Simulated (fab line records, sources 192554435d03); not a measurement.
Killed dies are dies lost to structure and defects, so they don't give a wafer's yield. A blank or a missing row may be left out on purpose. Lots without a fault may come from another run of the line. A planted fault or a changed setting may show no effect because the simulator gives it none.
fab line records | flow n5_finfet
record lots=11 wafers=29 last_day=19
route steps=1938 shown MIM_TOP_LITHO@1848 MIM_BOT_LITHO@1862 PASS1_CAP@1873 TV_OPEN@1888 PAD_METAL@1893 PASSIVATION@1936
lots that met no fault: from a run of the same line without faults
start_h: hours from the record's first day to the start of the lot's first wafer shown | wait_h: hours since the lot's step before | " the same as in the row above | L1.1+2: a row that stands for several wafers | - no value, or no start given | * or withheld: withheld | < > ~ a bound
route shown NAME@n: a module of which the file shows steps, and the number in the route of the first | usual: mean/standard deviation of fault-free wafers | same: alike in all rows | chamber/n: place in a boat | sites: the reading at each site | _std_site: their standard deviation | _edge_site: outer sites' mean less inner sites' | radius_mm: how far each site lies from the wafer's centre | mask NAME#n: copy n | behind: the tool/chamber that last shaped the wafer | hold: why the lot was held/for how many hours/how that ended | device: the transistor (n, p or np) that didn't switch | end of line: the same wafers' tests at the end of the route | a step without rows: its recipe alone | killed: dies lost to structure and defects at the first sort, not the wafer's yield | map: a wafer's dies, x killed, . not, _ none there
set.NAME: the setting as run; set.NAME@STEP: as run at that earlier step | model.NAME: the simulator's own value behind a step, which no gauge read
steps of the route over a sample of lots; a table a step, a row a wafer
services: from which hour (start_h, from the record's first day; less than 0 if before it) a tool's chamber was out of use, for how many hours, and why
## steps
# step N5_MIM_TOP_LITHO_OVL_MEAS_11
# recipe points_per_wafer=44
# usual MIM_TOP_OVL=-2/5.3
# columns lot.wafer tool chamber start_h wait_h MIM_TOP_OVL[nm]
L415.2 overlay-01 0 276.72 0.0 -9
L415.3 " 0 " " -4
L415.5 " 0 " " 0
L416.3 overlay-01 0 279.02 0.0 -1
L416.4 " 0 " " -3
L419.3 overlay-01 0 323.12 0.0 -5
L419.6 " 0 " " 0
L418.1 overlay-01 0 325.55 0.0 -3
L418.5 " 0 " " 1
L421.1 overlay-02 0 341.18 0.0 -9
L421.3 " 0 " " -8
L421.4 " 0 " " -6
L429.1 overlay-02 0 381.47 0.0 -4
L429.2 " 0 " " -4
L429.4 " 0 " " -3
L428.4 overlay-01 0 387.36 0.0 -9
L428.5 " 0 " " -5
L428.6 " 0 " " -12
L435.1 overlay-01 0 417.94 0.0 -7
L435.2 " 0 " " -4
L435.5 " 0 " " -3
L436.1 overlay-02 0 428.07 0.0 2
L436.5 " 0 " " -2
L436.6 " 0 " " 1
L437.3 overlay-01 0 449.49 0.0 -12
L437.5 " 0 " " -4
L437.6 " 0 " " -5
L438.1 overlay-01 0 450.48 0.0 12
L438.4 " 0 " " -1
# step N5_MIM_BOT_LITHO_CD_MEAS_08
# recipe target_cd_nm=3000 landing_energy_ev=500 detector=se_inlens polarity=opening
# usual cd_nm=3000.2/2.4
# columns lot.wafer tool chamber start_h wait_h cd_nm
L415.2 cd_sem-03 0 277.43 - 3002.3
L415.3 " 0 " " 3004.1
L415.5 " 0 " " 3001.3
L416.3 cd_sem-03 0 279.85 - 3005.2
L416.4 " 0 " " 3005.2
L419.3 cd_sem-02 0 324.03 - 2997.0
L419.6 " 0 " " 2997.7
L418.1 cd_sem-03 0 326.30 - 2997.4
L418.5 " 0 " " 2997.7
L421.1 cd_sem-01 0 343.60 - 2995.3
L421.3 " 0 " " 2999.9
L421.4 " 0 " " 2996.4
L429.1 cd_sem-01 0 382.30 - 2999.1
L429.2 " 0 " " 3000.2
L429.4 " 0 " " 3001.2
L428.4 cd_sem-01 0 388.14 - 2999.7
L428.5 " 0 " " 3000.2
L428.6 " 0 " " 3001.2
L435.1 cd_sem-02 0 418.78 - 3002.4
L435.2 " 0 " " 3001.8
L435.5 " 0 " " 3001.6
L436.1 cd_sem-03 0 428.78 - 3002.9
L436.5 " 0 " " 3002.8
L436.6 " 0 " " 3003.6
L437.3 cd_sem-02 0 450.37 - 2998.2
L437.5 " 0 " " 2996.0
L437.6 " 0 " " 2997.2
L438.1 cd_sem-03 0 451.26 - 3001.5
L438.4 " 0 " " 3001.9
# step N5_PASSIVATION_PECVD_55
# recipe material=SiO2 target_thk_a=4000 temp_c=400 precursor=SiH4/N2O pressure_torr=2.7 rf_w=608 time_s=22.5
# usual heater_power_w=699/130 showerhead_plenum_p_Torr=8.19/0.1 throttle_valve_pct=52.0/2.6
# columns lot.wafer tool chamber start_h wait_h heater_power_w showerhead_plenum_p_Torr since_wet_clean_h throttle_valve_pct
L415.2 pecvd-04 2 278.40 0.0 818 8.04 591 47.2
L415.3 " 1 " " 682 8.28 2070 56.4
L415.5 " 0 " " 767 8.00 - 50.2
L416.3 pecvd-01 1 280.85 0.0 1003 8.15 1710 56.2
L416.4 " 0 " " 610 8.29 - 55.1
L419.3 pecvd-03 0 325.10 0.0 543 8.32 1210 52.0
L419.6 " 0 " " 566 8.34 - 52.1
L418.1 pecvd-01 2 327.30 0.0 832 8.16 195 50.3
L418.5 " 0 " " 674 8.28 - 55.4
L421.1 pecvd-04 1 346.69 0.0 641 8.26 2138 56.6
L421.3 " 0 " " 678 8.01 1413 50.3
L421.4 " 1 " " 656 8.28 - 56.4
L429.1 pecvd-03 2 383.55 0.0 677 8.20 485 51.4
L429.2 " 0 " " 519 8.31 1269 51.7
L429.4 " 2 " " 696 8.20 - 51.4
L428.4 pecvd-03 1 389.13 0.1 466 8.22 - 51.7
L428.5 " 0 " " 557 8.32 - 52.0
L428.6 " 2 " " 700 8.20 - 51.4
L435.1 pecvd-04 0 419.76 0.0 773 7.99 1486 50.3
L435.2 " 2 " " 805 8.03 732 48.2
L435.5 " 1 " " 589 8.25 - 45.6
L436.1 pecvd-01 0 430.01 0.0 569 8.25 1134 55.5
L436.5 " 0 " " 593 8.31 - 55.4
L436.6 " 2 " " 927 8.17 - 50.7
L437.3 pecvd-03 1 451.42 0.0 588 8.23 2062 51.9
L437.5 " 2 " " 731 8.18 - 51.7
L437.6 " 1 " " 590 8.21 - 51.8
L438.1 pecvd-01 1 452.23 0.0 993 8.16 1881 56.2
L438.4 " 0 " " 665 8.29 - 55.5
# step N5_PASSIVATION_VIA_ETCH_13
# recipe chemistry=CHF3/O2 target=SiO2 target_depth_a=6600 CHF3_flow_sccm=50 O2_flow_sccm=5 Ar_flow_sccm=200 time_s=330 mask_material=PR pressure_mtorr=30 source_w=650 bias_w=170 ion_energy_ev=200 ends=cleared
# usual drypump_motor_current_A=5.75/0.28 etch_rf_on_time_s=237/5.3 oes_product_au=0.71/0.08 rf_vpp_V=519/10 showerhead_plenum_p_Torr=2.40/0.091 throttle_valve_pct=18.87/0.25
# columns lot.wafer tool chamber start_h wait_h drypump_motor_current_A etch_rf_on_time_s oes_product_au rf_hours_counter_h rf_vpp_V showerhead_plenum_p_Torr throttle_valve_pct
L415.2 rie_diel-01 0 279.19 0.0 5.68 234 0.72 98 518 2.35 18.53
L415.3 " 2 " " 5.67 233 0.63 236 516 2.48 19.21
L415.5 " 0 " " 5.67 243 0.72 - 521 2.35 18.53
L416.3 rie_diel-01 1 285.72 0.0 6.11 233 0.73 93 536 2.45 19.00
L416.4 " 0 " " 5.64 240 0.72 100 519 2.35 18.54
L419.3 rie_diel-05 0 326.07 0.0 5.83 239 0.63 226 514 2.38 19.04
L419.6 " 0 " " 5.82 242 0.63 - 516 2.38 19.06
L418.1 rie_diel-01 3 328.76 0.0 5.85 229 0.78 47 504 2.45 18.58
L418.5 " 0 " " 5.70 242 0.69 - 518 2.34 18.55
L421.1 rie_diel-05 1 347.50 0.0 5.15 242 0.61 221 525 2.28 19.19
L421.3 " 3 " " 5.76 235 0.72 135 526 2.32 18.59
L421.4 " 0 " " 5.79 241 0.62 - 514 2.37 19.05
L429.1 rie_diel-01 0 385.33 0.0 5.65 239 0.69 131 519 2.34 18.58
L429.2 " 2 " " 5.66 270 0.84 14 517 2.47 18.88
L429.4 " 1 " " 6.11 243 0.69 124 535 2.44 19.05
L428.4 rie_diel-06 1 391.93 0.0 6.29 228 0.87 11 510 2.56 18.31
L428.5 " 3 " " 5.43 289 0.70 - 527 2.53 19.08
L428.6 " 0 " " 5.88 287 0.63 - 531 2.50 19.11
L435.1 rie_diel-06 0 421.94 0.0 5.89 242 0.63 218 532 2.50 19.12
L435.2 " 1 " " 6.25 229 0.84 20 510 2.56 18.32
L435.5 " 1 " " 6.27 233 0.83 - 510 2.56 18.31
L436.1 rie_diel-05 2 431.72 0.0 5.64 239 0.78 47 509 2.34 18.87
L436.5 " 0 " " 5.79 237 0.87 - 515 2.37 18.78
L436.6 " 1 " " 5.15 249 0.60 - 526 2.26 19.23
L438.1 rie_diel-01 1 454.56 0.0 6.09 234 0.68 146 534 2.43 19.10
L438.4 " 2 " " 5.66 236 0.78 37 517 2.46 18.92
L437.3 rie_diel-05 3 454.66 0.0 5.76 226 0.68 173 525 2.31 18.64
L437.5 " 3 " " 5.76 232 0.69 - 522 2.31 18.65
L437.6 " 2 " " 5.67 244 0.77 - 508 2.34 18.89
# step N5_PASSIVATION_DEGAS_18
# recipe ambient=vacuum temp_c=300 time_s=60
# usual heater_power_w=478/44
# columns lot.wafer tool chamber start_h wait_h heater_power_w
L415.2 pvd_sputter-03 - 280.33 0.8 484
L415.3 " - " " 482
L415.5 " - " " 477
L416.3 pvd_sputter-02 - 286.18 0.1 523
L416.4 " - " " 419
L419.3 pvd_sputter-02 - 326.54 0.1 416
L419.6 " - " " 521
L418.1 pvd_sputter-01 - 330.29 1.1 585
L418.5 " - " " 464
L421.1 pvd_sputter-03 - 348.00 0.1 521
L421.3 " - " " 464
L421.4 " - " " 431
L429.1 pvd_sputter-02 - 386.40 0.7 428
L429.2 " - " " 538
L429.4 " - " " 446
L428.4 pvd_sputter-01 - 392.92 0.6 484
L428.5 " - " " 473
L428.6 " - " " 483
L435.1 pvd_sputter-03 - 422.72 0.4 483
L435.2 " - " " 484
L435.5 " - " " 476
L436.1 pvd_sputter-03 - 432.43 0.3 481
L436.5 " - " " 480
L436.6 " - " " 423
L438.1 pvd_sputter-02 - 455.13 0.2 435
L438.4 " - " " 423
L437.3 pvd_sputter-01 - 455.48 0.4 473
L437.5 " - " " 480
L437.6 " - " " 498
# step N5_PASSIVATION_PROBE_49
# usual defect_limited_yield=91.2/1.4 killed_at_M0_to_M3=34/9.3 killed_at_M4_up=14/5.9 killed_at_contacts=14/5.7 killed_at_front_end=38/10 killed_at_other=4/3.2 killed_dies=104/17 killed_open=67/13 killed_short=33/6.9 sort_bin_5_function=5.2/1 sort_bin_6_memory=3.3/0.61 sort_bin_8_speed=0.3/1.8 sort_n_pass=1069/52 sort_yield_pct=91/4.4
# same gross_dies=1180 killed_at_back_side=0 sort_bin_4_leakage[%]=0
# columns lot.wafer tool chamber start_h wait_h defect_limited_yield[%] killed_at_M0_to_M3 killed_at_M4_up killed_at_contacts killed_at_front_end killed_at_other killed_dies killed_open killed_short sort_bin_5_function[%] sort_bin_6_memory[%] sort_bin_8_speed[%] sort_n_pass sort_yield_pct[%]
L429.2 prober-01 - 392.26 0.1 88.4 42 13 15 32 35 137 71 26 8.3 3.1 0 1043 88
L428.4 prober-02 - 398.76 0.2 93.1 19 12 20 25 5 81 42 23 4.4 2.0 0 1099 93
L428.6 prober-02 - 398.86 0.3 90.3 30 18 36 27 4 115 67 27 6.1 3.5 0 1065 90
# killed by level:class
L429.2 PASSIVATION:area_etch=33 MOL_CONTACT_COAG:geometric_particle:open=11 STI_FIN_REVEAL:geometric_particle:open=10 BEOL_M0_SAQP:geometric_particle:short=10 BEOL_M0_SAQP:geometric_particle:open=9 BEOL_M1:geometric_particle:open=9 ILD0:geometric_particle:open=5 BEOL_M3:geometric_particle:open=4
L428.4 MOL_CONTACT_COAG:area_etch=12 BEOL_M4:geometric_particle:open=8 FIN_SAQP:geometric_particle:short=6 MOL_CONTACT_COAG:geometric_particle:open=6 BEOL_M3:geometric_particle:open=6 FIN_SAQP:geometric_particle:open=4 GATE_CUT:geometric_particle:short=4 BEOL_M0_SAQP:geometric_particle:open=4
L428.6 MOL_CONTACT_COAG:area_etch=21 MOL_CONTACT_COAG:geometric_particle:open=12 BEOL_M4:geometric_particle:open=9 BEOL_M3:geometric_particle:open=6 BEOL_M0_SAQP:geometric_particle:open=5 FIN_SAQP:geometric_particle:short=4 STI_FIN_REVEAL:geometric_particle:open=4 DUMMY_GATE:geometric_particle:open=4
## services
# columns tool chamber start_h hours kind
pecvd-04 2 262.03 15.0 repair
pecvd-04 - 269.34 2.8 pm
pecvd-04 2 281.82 5.5 scheduled_down
rie_diel-05 2 283.64 2.9 repair
pecvd-01 2 284.92 5.5 scheduled_down
rie_diel-05 2 290.80 7.5 repair
pecvd-03 1 314.33 5.5 scheduled_down
rie_diel-01 2 321.42 - clean
rie_diel-01 2 321.42 - consumable_replace:focus_ring
rie_diel-01 2 321.42 26.0 scheduled_down
rie_diel-01 2 321.42 26.0 vent_cycle
rie_diel-05 2 344.91 8.1 repair
rie_diel-01 1 352.91 9.1 repair
pecvd-01 1 355.77 5.0 repair
rie_diel-01 0 360.33 9.2 repair
pecvd-04 - 363.16 6.0 pm
pecvd-03 0 391.69 5.5 scheduled_down
rie_diel-05 0 405.95 - clean
rie_diel-05 0 405.95 - consumable_replace:focus_ring
rie_diel-05 0 405.95 18.7 scheduled_down
rie_diel-05 0 405.95 18.7 vent_cycle
rie_diel-05 1 432.05 - clean
rie_diel-05 1 432.05 - consumable_replace:focus_ring
rie_diel-05 1 432.05 - consumable_replace:showerhead
## key
first_sign step=N5_PASSIVATION_VIA_ETCH_13 reading=etch_rf_on_time_s direction=up sigmas=8.5 usual=* struck=*
effect none on later readings
met_at N5_PASSIVATION_PECVD_55
struck_lots L428,L429
struck_wafers L428.5,L428.6,L429.2
baseline_loss step=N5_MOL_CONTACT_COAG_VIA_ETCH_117 wafers=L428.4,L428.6
baseline_loss step=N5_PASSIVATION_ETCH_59 wafers=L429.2
not_acting_at N5_MIM_TOP_LITHO_OVL_MEAS_11,N5_MIM_BOT_LITHO_CD_MEAS_08,N5_PASSIVATION_DEGAS_18
onset_between 325.10 383.55
fault kind=process_parameter_drift tool=pecvd-03 chamber=- onset_h=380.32 steps=N5_PASSIVATION_PECVD_55 channel=time_s offset=* shape=step end_h=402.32 scope=struck_wafers_only acts_in=* stated=*
# baseline_loss: these wafers lose ten dies or more at that step, a loss of the line's own and not of a fault; the sort's usual values leave them out
